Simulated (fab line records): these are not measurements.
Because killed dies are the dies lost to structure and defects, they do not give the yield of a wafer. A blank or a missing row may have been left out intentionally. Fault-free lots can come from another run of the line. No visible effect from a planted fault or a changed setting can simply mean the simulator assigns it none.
fab line records	flow nand-harc
[record] lots = 12	wafers = 34	last-day = 24
route steps=1159 shown A_BLC@982 A_M0@1009 END@1159
lots with no fault: from the same line, run without faults
start-h: hours from the record's opening day to when the first of the lot's shown wafers began	wait-h: hours since the lot's step before	" unchanged from the row above	L1.1+2: one row covering several wafers at once	- no value, or no start was given	* or withheld: withheld	< > ~ a bound
route shown NAME@n: a module of which the file shows steps, and the number in the route of the first	usual: the fault-free wafers' mean and standard deviation	same: alike in all rows	chamber/n: place in a boat	sites: readings site by site	_std_site: the values' standard deviation	_edge_site: outer sites' mean less inner sites'	radius-mm: for every site, how far away it sits from the centre of the wafer	mask NAME#n: copy n	behind: the last tool/chamber to shape the wafer	hold: why the lot was held/for how many hours/how that ended	device: the n, p or np transistor that did not switch	end of line: the route-end tests of the same wafers	a step with no rows: only its recipe	killed: count of dies lost to structure and defects at first sort (not the wafer's yield)	map: the dies of a wafer, with x for killed, . for not killed, _ for no die there
set.NAME: the setting that was run; set.NAME@STEP: the one run at that earlier step	model.NAME: the simulator's own value behind a step, which no gauge read
the route's steps for a sample of lots (tables are steps, rows are wafers)
services: from which hour (start-h, from the record's first day; less than 0 if before it) a tool's chamber was out of use, for how many hours, and why
[[steps]]
[step NHARC_A_BLC_STRIP_29]
[recipe] cf4-flow-sccm = 150	ar-flow-sccm = 0	bias-w = 0	chemistry = CF4
[usual] drypump-motor-current-A = 5.9/0.45	oes-product-au = 1.005/0.0079	rf-vpp-V = 59.3/0.84	showerhead-plenum-p-Torr = 1.75/0.058	throttle-valve-pct = 13.284/0.0084
lot.wafer	tool	chamber	start-h	wait-h	drypump-motor-current-A	oes-product-au	rf-hours-counter-h	rf-vpp-V	showerhead-plenum-p-Torr	throttle-valve-pct
L434.2	rie-diel-02	3	406.84	0.1	6.6	1.005	8	58.8	1.71	13.284
L434.6	"	2	"	"	5.6	1.010	-	59.4	1.83	13.276
L434.5	"	0	"	"	5.8	1.004	-	58.5	1.69	13.273
L433.3	rie-diel-02	0	409.74	0.1	5.8	0.995	8	59.6	1.69	13.295
L433.1	"	3	"	"	6.6	1.007	9	60.2	1.71	13.286
L433.4	"	2	"	"	5.6	0.998	-	60.5	1.83	13.296
L437.4	rie-diel-12	0	413.45	0.1	6.3	1.021	3	58.6	1.71	13.280
L437.1	"	1	"	"	5.1	1.019	3	60.8	1.73	13.275
L437.5	"	0	"	"	6.3	1.028	-	59.4	1.71	13.294
L438.1	rie-diel-12	1	417.66	0.1	5.1	1.011	3	59.2	1.73	13.286
L438.3	"	2	"	"	6.2	1.016	3	59.7	1.85	13.292
L438.5	"	3	"	"	5.9	1.001	-	58.4	1.79	13.278
L440.1	rie-diel-02	2	427.91	0.1	5.6	1.013	10	59.9	1.83	13.286
L440.4	"	3	"	"	6.6	0.998	11	58.5	1.71	13.286
L440.2	"	0	"	"	5.8	0.993	9	59.1	1.69	13.291
L439.4	rie-diel-02	1	428.69	0.1	5.9	1.004	8	58.7	1.71	13.286
L439.6	"	2	"	"	5.6	1.015	-	60.3	1.83	13.292
L439.5	"	3	"	"	6.6	0.994	-	59.5	1.71	13.280
L442.1	rie-diel-02	2	453.14	0.1	5.6	1.001	13	59.3	1.83	13.288
L442.4	"	0	"	"	5.8	0.989	13	57.9	1.69	13.288
L442.5	"	3	"	"	6.6	0.999	-	57.6	1.71	13.278
L441.2	rie-diel-12	0	457.10	0.1	6.3	1.005	7	60.0	1.70	13.288
L441.6	"	0	"	"	6.3	1.005	-	58.9	1.70	13.295
L441.5	"	1	"	"	5.1	1.015	-	58.9	1.73	13.276
L444.2	rie-diel-02	1	459.23	0.1	5.9	0.992	13	59.8	1.71	13.285
L444.3	"	3	"	"	6.6	1.002	16	59.4	1.71	13.272
L444.6	"	0	"	"	5.8	0.993	-	57.4	1.69	13.293
L448.1	rie-diel-12	2	496.33	0.1	6.2	1.007	10	59.6	1.85	13.271
L448.4	"	1	"	"	5.1	1.015	10	58.3	1.73	13.276
L448.6	"	2	"	"	6.2	1.003	-	58.8	1.85	13.282
L449.1	rie-diel-12	2	497.09	0.1	6.2	1.008	10	58.9	1.85	13.279
L455.4	rie-diel-12	0	522.35	0.1	6.3	1.008	13	58.6	1.70	13.277
L455.6	"	3	"	"	6.0	1.004	-	59.0	1.78	13.299
L455.5	"	0	"	"	6.3	1.006	-	59.2	1.70	13.285
[step NHARC_A_M0_ETCH_15]
[recipe] target-depth-a = 1500	overetch-a = 150	time-s = 82.5	c4f8-flow-sccm = withheld	ar-flow-sccm = 400	rf-w = 600	bias-w = 300	chemistry = C4F8/Ar
[usual] oes-product-au = 0.956/0.02	rf-vpp-V = 441.7/2
lot.wafer	tool	chamber	start-h	wait-h	oes-product-au	rf-hours-counter-h	rf-vpp-V
L434.2	rie-diel-13	1	410.12	-	0.915	11	442.3
L434.6	"	1	"	"	0.915	-	441.6
L434.5	"	2	"	"	0.933	-	438.2
L433.1	rie-diel-11	1	412.92	-	0.953	1	441.4
L433.4	"	2	"	"	0.979	1	441.7
L433.3	"	3	"	"	0.974	2	442.7
L437.1	rie-diel-11	2	416.68	-	0.980	1	439.6
L437.4	"	3	"	"	0.972	2	443.4
L437.5	"	1	"	"	0.940	-	442.2
L438.3	rie-diel-11	1	424.14	-	0.962	2	442.4
L438.1	"	0	"	"	0.948	2	441.3
L438.5	"	1	"	"	0.953	-	442.6
L440.4	rie-diel-01	0	431.05	-	0.959	8	438.0
L440.1	"	1	"	"	0.972	8	444.6
L440.2	"	2	"	"	0.978	6	444.6
L439.4	rie-diel-01	0	431.85	-	0.922	8	438.5
L439.6	"	2	"	"	0.931	-	443.0
L439.5	"	3	"	"	0.929	-	444.0
L442.4	rie-diel-01	0	456.74	-	0.922	11	436.9
L442.1	"	1	"	"	0.937	10	443.3
L442.5	"	3	"	"	0.924	-	442.1
L441.2	rie-diel-13	2	462.54	-	0.978	0	437.3
L441.5	"	0	"	"	0.950	-	440.0
L441.6	"	1	"	"	0.975	-	442.1
L444.2	rie-diel-11	3	466.64	-	0.952	5	444.0
L444.3	"	0	"	"	0.969	5	442.5
L444.6	"	3	"	"	0.979	-	443.1
L448.1	rie-diel-11	3	499.45	-	0.932	7	441.5
L448.6	"	2	"	"	0.929	-	440.4
L448.4	"	3	"	"	0.856	-	443.2
L449.1	rie-diel-11	3	500.27	-	0.965	7	441.7
L455.4	rie-diel-13	0	528.47	-	0.979	6	440.7
L455.6	"	2	"	"	0.970	-	439.8
L455.5	"	3	"	"	0.980	-	443.1
[step NHARC_A_M0_STRIP_18]
[recipe] power-w = 1000	n2-flow-sccm = 150	h2-flow-sccm = 150	ar-flow-sccm = 0	bias-w = 0	chemistry = N2/H2
[usual] drypump-motor-current-A = 5.8/0.49	oes-product-au = 0.999/0.01	rf-vpp-V = 90.9/0.91	showerhead-plenum-p-Torr = 2.08/0.064	throttle-valve-pct = 14.169/0.0092
lot.wafer	tool	chamber	start-h	wait-h	drypump-motor-current-A	oes-product-au	rf-hours-counter-h	rf-vpp-V	showerhead-plenum-p-Torr	throttle-valve-pct
L434.2	rie-diel-11	1	410.41	0.1	6.1	0.989	1	90.6	2.06	14.167
L434.5	"	3	"	"	5.9	0.999	-	91.1	2.10	14.161
L434.6	"	1	"	"	6.1	0.985	-	90.5	2.06	14.181
L433.1	rie-diel-01	1	413.12	0.1	6.1	1.021	7	89.3	2.17	14.149
L433.4	"	2	"	"	6.0	1.008	5	92.1	2.12	14.163
L433.3	"	3	"	"	5.6	1.007	7	91.4	2.07	14.186
L437.1	rie-diel-13	2	416.93	0.1	6.5	1.015	11	89.4	1.96	14.178
L437.5	"	0	"	"	5.2	1.008	-	91.6	2.08	14.163
L437.4	"	2	"	"	6.5	1.007	-	89.9	1.96	14.176
L438.3	rie-diel-13	2	424.34	0.1	6.5	1.009	11	90.4	1.96	14.177
L438.1	"	1	"	"	5.4	0.985	12	91.5	2.10	14.154
L438.5	"	0	"	"	5.2	1.006	-	90.2	2.08	14.165
L440.2	rie-diel-13	0	431.25	0.1	5.3	1.006	12	89.1	2.08	14.167
L440.1	"	3	"	"	4.8	0.992	8	92.6	2.13	14.160
L440.4	"	3	"	"	4.8	1.007	-	91.2	2.13	14.162
L439.4	rie-diel-11	3	432.05	0.1	5.8	0.997	3	90.2	2.10	14.172
L439.6	"	3	"	"	5.8	0.992	-	89.8	2.10	14.168
L439.5	"	0	"	"	6.0	0.991	-	90.9	2.10	14.179
L442.1	rie-diel-01	2	456.93	0.1	5.9	1.000	9	91.9	2.12	14.179
L442.4	"	0	"	"	6.1	1.010	11	90.4	1.92	14.159
L442.5	"	3	"	"	5.6	0.991	-	91.2	2.07	14.175
L441.2	rie-diel-11	2	462.72	0.1	6.5	1.009	4	91.1	2.03	14.168
L441.5	"	2	"	"	6.6	1.011	-	90.2	2.03	14.161
L441.6	"	3	"	"	5.8	0.987	-	92.6	2.10	14.158
L444.3	rie-diel-13	3	466.84	0.1	4.8	0.993	0	91.1	2.13	14.161
L444.2	"	0	"	"	5.3	0.986	0	91.2	2.07	14.162
L444.6	"	2	"	"	6.5	0.989	-	90.6	1.96	14.151
L448.1	rie-diel-11	3	499.69	0.1	5.9	0.999	7	90.0	2.10	14.163
L448.6	"	2	"	"	6.6	0.999	-	90.3	2.03	14.173
L448.4	"	3	"	"	5.8	0.998	-	90.3	2.10	14.174
L449.1	rie-diel-13	2	500.57	0.2	6.5	1.006	1	90.2	1.96	14.181
L455.4	rie-diel-01	3	528.68	0.1	5.6	0.998	2	90.4	2.07	14.178
L455.6	"	2	"	"	5.9	0.985	-	92.1	2.12	14.179
L455.5	"	3	"	"	5.6	0.991	-	91.3	2.07	14.178
[step NHARC_END_SORT_01]
[recipe] temp-c = 25
[usual] defect-limited-yield = 95.1/1.8	killed-at-array = 29/11	killed-at-other = 0.5/0.8	killed-at-periphery = 3.5/2.8	killed-dies = 33/12	killed-open = 3.1/1.8	killed-short = 1.8/1.4	sort_bin_2_pct = 1.5/0.65	sort_bin_3_pct = 0.24/0.21	sort_bin_4_pct = 3.1/1.2	sort-n-pass = 644/12	sort-rim-yield-pct = 97.5/1.9	sort-yield-pct = 95.1/1.8
[same] gross-dies = 677	sort_bin_5_pct[%] = 0	sort_bin_6_pct[%] = 0	sort_bin_7_pct[%] = 0	sort_bin_8_pct[%] = 0	sort-rim-n-gross = 106.00
lot.wafer	tool	chamber	start-h	wait-h	defect-limited-yield[%]	killed-at-array	killed-at-other	killed-at-periphery	killed-dies	killed-open	killed-short	sort_bin_2_pct[%]	sort_bin_3_pct[%]	sort_bin_4_pct[%]	sort-n-pass	sort-rim-yield-pct[%]	sort-yield-pct[%]
L448.1	prober-02	0	550.42	2.5	95.1	32	0	1	33	2	0	1.9	0.15	2.8	644	99.1	95.1
L448.4	prober-02	0	552.82	3.4	1.0	669	0	1	670	2	0	95.7	0.59	2.7	7	0	1.0
L448.6	prober-02	0	554.42	4.0	93.9	39	0	2	41	3	1	2.1	0.30	3.7	636	98.1	93.9
// killed by level:class
L448.1 A_SLIT:chamber-film-flake=17 A_CHANNEL_HOLE_D1:chamber-film-flake=6 A_STAIRCASE:chamber-film-flake=4 A_CHANNEL_FILL_D1:chamber-film-flake=2 A_SGD_CUT:geometric-particle:open=1 A_WL_FILL:geometric-particle:open=1 P_ZERO_WELL:chamber-film-flake=1 A_ZERO_WELL:chamber-film-flake=1
L448.4 A_M0:area-etch=636 A_SLIT:chamber-film-flake=19 A_STAIRCASE:chamber-film-flake=5 A_ZERO_WELL:chamber-film-flake=3 A_CHANNEL_HOLE_D1:chamber-film-flake=2 A_CONTACT:chamber-film-flake=2 P_M0:geometric-particle:open=1 A_CHANNEL_FILL_D1:geometric-particle:open=1
L448.6 A_SLIT:chamber-film-flake=19 A_CHANNEL_HOLE_D1:chamber-film-flake=9 A_CONTACT:chamber-film-flake=5 P_ZERO_WELL:chamber-film-flake=2 A_SOURCE_PLATE:geometric-particle:open=1 A_ONON_D1:geometric-particle:open=1 A_CONTACT:geometric-particle:short=1 A_CONTACT:geometric-particle:open=1
[[services]]
tool	chamber	start-h	hours	kind
rie-diel-13	3	386.13	44.7	repair
rie-diel-13	0	392.15	6.9	repair
rie-diel-01	2	395.12	9.2	repair
rie-diel-02	1	397.78	13.9	repair
rie-diel-12	3	398.60	5.4	repair
rie-diel-11	2	408.79	3.9	repair
rie-diel-02	0	413.59	10.8	repair
rie-diel-01	2	416.40	4.7	repair
rie-diel-01	-	416.71	0.8	repair
rie-diel-01	-	420.57	4.6	repair
rie-diel-13	2	430.34	10.0	repair
rie-diel-13	-	453.00	9.0	pm
rie-diel-13	1	465.92	23.7	repair
rie-diel-13	0	467.41	1.6	repair
rie-diel-02	1	473.96	2.9	repair
rie-diel-13	2	481.73	11.1	repair
rie-diel-11	0	484.65	2.8	repair
rie-diel-01	-	490.44	0.9	repair
rie-diel-01	-	491.81	9.0	pm
rie-diel-11	1	495.22	5.8	repair
rie-diel-11	-	505.03	1.0	repair
rie-diel-02	-	505.30	9.0	pm
rie-diel-02	-	519.22	0.8	repair
rie-diel-01	2	520.80	3.5	repair
[[key]]
[first-sign] step = NHARC_A_M0_ETCH_15	reading = oes-product-au	direction = down	sigmas = 5.1	usual = 0.956	struck = 0.856
[effect] step = NHARC_END_SORT_01	reading = sort_bin_2_pct	direction = up	sigmas = 99+	usual = 1.5	struck = 95.7
[more-kills-born-at] NHARC_A_M0_ETCH_15@rie-diel-11 = 636
met-at NHARC_A_M0_ETCH_15
struck-lots L448
struck-wafers L448.4
later-rows-left-out L448.4
not-acting-at NHARC_A_BLC_STRIP_29,NHARC_A_M0_STRIP_18
onset-between 466.64 499.45
[fault] kind = process-parameter-drift	tool = rie-diel-11	chamber = -	onset-h = 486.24	steps = NHARC_A_M0_ETCH_15	channel = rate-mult	offset = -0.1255	shape = step	end-h = 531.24	scope = struck-wafers-only
// later-rows-left-out: the simulator's readings of these wafers behind a module that went badly wrong aren't trusted and aren't shown, but for the sort
